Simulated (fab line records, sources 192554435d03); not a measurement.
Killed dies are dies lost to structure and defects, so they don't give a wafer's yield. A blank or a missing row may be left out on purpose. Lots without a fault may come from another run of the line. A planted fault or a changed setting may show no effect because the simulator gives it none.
Problem report in the 8D (eight disciplines) form, filled by code | flow n5_finfet | the parts of the form that need people (team, actions taken, sign-off) are left out

1. THE PROBLEM
rf_fwd_power_W at N5_GATE_CUT_ETCH_56 reads a mean of 449.7 W on 1 wafer of 1 lot; wafers without a fault read 595.0 W with a standard deviation of 1.9. That is -76 standard deviations from the usual mean.
The step: etches TiN in Cl2/Ar, target depth 21.6 nm.
First seen on wafer L837.3, day 7 14:31, on rie_metal-03. The record holds 15 wafers of 5 lots with a number at this step. Rule for "out", or "out of limits": more than 4 standard deviations from the usual mean. The other wafers with a number count as sound.

2. WHAT IT IS AND WHAT IT IS NOT
question                    | is               | is not
which readings at this step | rf_fwd_power_W   | drypump_motor_current_A, oes_product_au, throttle_valve_pct
which lots                  | L837             | L833, L836, L841, L848
which wafers of those lots  | L837.3           | L837.2, L837.4
read on which tools         | rie_metal-03     | rie_metal-01
when                        | from day 7 14:31 | up to then (8 sound wafers); but 6 sound wafers of L841, L848 came after

3. SUSPECTS, AND WHAT RULES EACH OUT
Counting: a tool at a process step up to the reading stays a suspect if it ran every lot that is out. Sound lots after the first of them don't rule it out here, since some wafers of a struck lot are sound.
- rie_metal-03 at N5_HKMG_FIN_ETCHBACK_68 (etches the open film in Cl2/Ar, stops on HfO2, target depth 0.5 nm): kept. It ran the lot that is out, L837 (day 7 12:36); its last sound lot up to then is L836 (day 7 03:55).
- ald_metal-01 at N5_HKMG_FIN_ALD_21 (deposits TiN, target thk 1.5 nm, pulse time 1 s, purge time 3 s): kept. It ran the lot that is out, L837 (day 7 13:07); its last sound lot up to then is L836 (day 7 04:34).
- cmp-01 at N5_HKMG_FIN_CMP_94 (polishes, stops on SiNx, t overpolish 4.7 s, target thk 43.299 nm): kept. It ran the lot that is out, L837 (day 7 14:10); its last sound lot up to then is L836 (day 7 05:40).
- rie_metal-03 at N5_GATE_CUT_ETCHBACK_00 (etches W in SF6/Cl2): kept. It ran the lot that is out, L837 (day 7 14:24); its last sound lot up to then is L836 (day 7 05:50).
- rie_metal-03 at N5_GATE_CUT_ETCH_56 (etches TiN in Cl2/Ar, target depth 21.6 nm): kept. It ran the lot that is out, L837 (day 7 14:31); its last sound lot up to then is L836 (day 7 06:05). Its own readings are out on those wafers: rf_fwd_power_W.
- Within rie_metal-03 at N5_HKMG_FIN_ETCHBACK_68: the wafers that are out ran in chamber 1; their sound lot-mates ran in chamber 0.
- Within ald_metal-01 at N5_HKMG_FIN_ALD_21: the wafers that are out ran in chamber 3; their sound lot-mates ran in chambers 0, 1.
- Within cmp-01 at N5_HKMG_FIN_CMP_94: the wafers that are out ran in chamber 0; their sound lot-mates ran in chambers 2, 3.
- Within rie_metal-03 at N5_GATE_CUT_ETCHBACK_00: the wafers that are out ran in chamber 1; their sound lot-mates ran in chamber 0.
- Within rie_metal-03 at N5_GATE_CUT_ETCH_56: the wafers that are out ran in chamber 1; their sound lot-mates ran in chamber 0.
Left after counting: rie_metal-03 at N5_HKMG_FIN_ETCHBACK_68, ald_metal-01 at N5_HKMG_FIN_ALD_21, cmp-01 at N5_HKMG_FIN_CMP_94, rie_metal-03 at N5_GATE_CUT_ETCHBACK_00, rie_metal-03 at N5_GATE_CUT_ETCH_56.

4. THE CAUSE (what the simulator had put in)
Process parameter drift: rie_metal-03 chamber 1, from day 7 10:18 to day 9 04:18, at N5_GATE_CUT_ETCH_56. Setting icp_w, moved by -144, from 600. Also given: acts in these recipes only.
Counting left 5 suspects, and this tool is among them.

5. THE CHAIN OF EFFECTS, in route order
Each row: a reading whose mean over the struck wafers that have a number lies more than 3 standard deviations from the usual. Only readings for which the record gives a usual standard deviation are gone through. hours: the time from each lot's start at the first step in this table that gives one to its start at this step, as a median over the lots. sigmas: the change in usual standard deviations.
hours | step                | reading        | usual   | on struck wafers | change | sigmas
0     | N5_GATE_CUT_ETCH_56 | rf_fwd_power_W | 595.0 W | 449.7            | -145.3 | -76
The process steps in it:
- N5_GATE_CUT_ETCH_56: etches TiN in Cl2/Ar, target depth 21.6 nm.
Later measuring or inspecting steps at which every struck wafer that the step has a row for has a number for every such reading, and none has moved that far: N5_BEOL_M4_RC_MEAS_101.

6. WHAT WOULD HAVE CAUGHT IT SOONER
In this record the first reading out of limits was taken at day 7 14:31, 4 hours after the fault began at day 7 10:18.
